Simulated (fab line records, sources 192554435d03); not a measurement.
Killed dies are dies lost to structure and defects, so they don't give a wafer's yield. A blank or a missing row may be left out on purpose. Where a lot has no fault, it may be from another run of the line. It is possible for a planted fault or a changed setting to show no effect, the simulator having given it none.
A lot that was struck, set against a sound lot	flow n5-finfet	39 out of 1938 route steps
Sound: these wafers, L432.2, L432.3, L432.5. The struck wafers were L421.2, L421.3, L421.4. The cause is given at the end.
At each step with rows: each side's tool, then ch and its chambers, then its first start. Under that, the readings that differ: sound wafers	struck wafers	difference of the means	sigmas: that difference in standard deviations of wafers without a fault.
alike: readings whose means differ by less than 2 such deviations, and words and numbers that are the same on both sides. not compared: withheld readings, readings that some wafer has no value for, bounds like >300 that may hide the same value, and numbers for which the record gives no deviation and whose values overlap.
A row with sigmas, a row that says differs or no value, or rows on one side alone: a step with any of these is where the two part. When numbers do not overlap yet have no deviation, they are printed without sigmas and do not part them. A reading that every wafer of one side lacks parts them only if that side has two wafers or more.

first, 12 steps without rows for these wafers: N5_BEOL_M5_CVD_47 (deposits Co from CCTBA/H2, target thk 3 nm, time 216 s); N5_BEOL_M5_SPUTTER_48 (material Cu, target thk 15 nm, time 27.62 s); N5_BEOL_M5_ANNEAL_49 (time 1800 s); N5_BEOL_M5_SPUTTER_81 (material Cu, target thk 15 nm, time 27.62 s); N5_BEOL_M5_ANNEAL_82 (time 1800 s); N5_BEOL_M5_SPUTTER_83 (material Cu, target thk 15 nm, time 27.62 s); N5_BEOL_M5_ANNEAL_84 (time 1800 s); N5_BEOL_M5_SPUTTER_88 (material Cu, target thk 15 nm, time 27.62 s); N5_BEOL_M5_ANNEAL_89 (time 1800 s); N5_BEOL_M5_SPUTTER_90 (material Cu, target thk 4.5 nm, time 8.29 s); N5_BEOL_M5_ECD_50 (material Cu, target thk 300 nm); N5_BEOL_M5_ANNEAL_51 (time 90 s).
N5_BEOL_M5_CMP_52: polishes, stops on SiCOH lowk, t overpolish 6.9 s, target thk 62 nm.
  sound on cmp-04 ch 0,2, day 14 16:46; struck on cmp-03 ch 1,2,3, day 11 06:34
  alike: barrier-field-endpoint-s, clearing-platen-down-force-psi, motor-current-A, overpolish-run-s, time-to-endpoint-s
  not compared: pad-life-wafers
then, 4 steps without rows for these wafers: N5_BEOL_M5_PRE_CLEAN_77 (time 15 s); N5_BEOL_M5_CO_CAP_78 (material Co, precursor CCTBA/H2, target thk 2 nm, time 102.1 s); N5_BEOL_M5_PRE_CLEAN_55 (time 15 s); N5_BEOL_M5_DEP_56 (deposits SiCN from 3MS/NH3, target thk 8 nm, time 14 s).
N5_BEOL_M5_INSPECT_58: inspects for defects (darkfield).
  sound: defect-inspect-02 at day 14 17:20; struck: defect-inspect-02 at day 11 07:07
reading	sound	struck	difference	sigmas
raw-defect-count	93 51 104	345 389 349	+278	+12
then, 12 steps without rows for these wafers: N5_BEOL_M6_ILD_DEP_00 (deposits SiCOH lowk from DEMS/porogen, target thk 179.75 nm, time 33.4 s); N5_BEOL_M6_CURE_74 (cures SiCOH lowk, time 240 s); N5_BEOL_M6_PECVD_70 (deposits SiO2 from TEOS/O2, target thk 20 nm, time 22.7 s); N5_BEOL_M6_HM_DEP_02 (deposits TiN, target thk 20 nm); N5_BEOL_M6_COAT_59 (time 60 s, resist thk 100 nm); N5_BEOL_M6_COAT_60 (time 60 s, resist thk 35 nm); N5_BEOL_M6_COAT_05 (resist thk 90 nm); N5_BEOL_M6_EBR_07; N5_BEOL_M6_SOFTBAKE_06 (time 60 s); N5_BEOL_M6_EXPOSE_08 (exposes mask M6); N5_BEOL_M6_PEB_09 (peb time 60 s); N5_BEOL_M6_DEVELOP_10 (develop time 30 s).
N5_BEOL_M6_INSPECT_13: inspects for defects (brightfield).
  sound: defect-inspect-02 at day 14 18:37; struck: defect-inspect-01 at day 11 10:15
reading	sound	struck	difference	sigmas
raw-defect-count	373 342 412	698 704 736	+337	+3
then, 6 steps without rows for these wafers: N5_BEOL_M6_DESCUM_16 (chemistry O2, time 7.9 s); N5_BEOL_M6_ETCH_61 (etches SiARC in CF4, target depth 45.5 nm, time 75.8 s); N5_BEOL_M6_ETCH_62 (etches SOC in N2/H2, target depth 110 nm, overetch 22 nm, time 165 s); N5_BEOL_M6_STRIP_68 (strips in N2/H2); N5_BEOL_M6_STRIP_67 (strips in CF4); N5_BEOL_M6_HM_OPEN_17 (chemistry Cl2/BCl3, target TiN, target depth 20 nm, overetch 6 nm).
N5_BEOL_M6_INSPECT_30: inspects for defects (brightfield).
  sound: defect-inspect-02 at day 14 21:04; struck: defect-inspect-01 at day 11 13:35
reading	sound	struck	difference	sigmas
raw-defect-count	374 319 424	695 721 744	+348	+4
-- here the record skips 4 days between the struck wafers' starts before and after, leaving off in module BEOL_M6 and picking up in module PASSIVATION (first step shown: number 1936 of the route) --
N5_PASSIVATION_PROBE_49:
  the record has rows for the struck wafers here (prober-01, day 15 07:32) and none for the sound ones

## WHERE THEY PART
Earliest at N5_BEOL_M5_INSPECT_58; latest, in this record, at N5_PASSIVATION_PROBE_49.

WHY: the cause the simulator had injected
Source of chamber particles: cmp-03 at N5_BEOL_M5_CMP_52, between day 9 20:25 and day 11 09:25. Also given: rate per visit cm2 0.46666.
